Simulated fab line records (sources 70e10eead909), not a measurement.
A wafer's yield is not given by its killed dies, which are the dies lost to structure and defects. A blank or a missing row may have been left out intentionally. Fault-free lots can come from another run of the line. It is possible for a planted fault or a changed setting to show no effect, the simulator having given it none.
Chamber matching -- flow nand_harc -- NHARC_P_M0_DEP_32 on pecvd-03 has 3 sister chambers
The step deposits SiCN, target thk 30 nm. 3 wafers are shown with their chamber, then 9 later ones without.

EACH WAFER AND ITS CHAMBER
wafer,chamber,heater_power_w (W)
L083.2,1,671
L087.2,2,526
L087.4,0,849

WAFERS WHOSE CHAMBER IS MISSING
wafer,heater_power_w (W)
L090.1,560
L090.2,655
L090.3,714
L092.1,633
L092.2,755
L092.5,612
L094.2,566
L094.4,617
L094.5,745

THE CHAMBER EACH PASSED THROUGH
wafer,from the rows above,in truth
L090.1,can't be placed: 2 or 1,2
L090.2,1,1
L090.3,can't be placed: 1 or 0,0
L092.1,can't be placed: 1 or 2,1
L092.2,can't be placed: 1 or 0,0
L092.5,can't be placed: 1 or 2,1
L094.2,can't be placed: 2 or 1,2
L094.4,can't be placed: 1 or 2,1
L094.5,can't be placed: 1 or 0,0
Placed correctly: 1 of 9. Not placeable from these rows: 8 (in 8, the candidates include the true chamber). Wrongly placed: 0.
How it was worked out, from the rows above alone: a wafer's distance from a chamber is the root of the sum, over the readings, of the square of ((its reading less the chamber's mean) divided by the reading's scatter). If the next closest chamber is less than 2 further off than the closest, the wafer can't be placed; otherwise it belongs to the closest. Each chamber's mean is taken over the wafers shown for it. The scatter (one wafer shown for each chamber): square how far every hidden wafer sits from the nearest shown wafer, average those squares and take the square root.
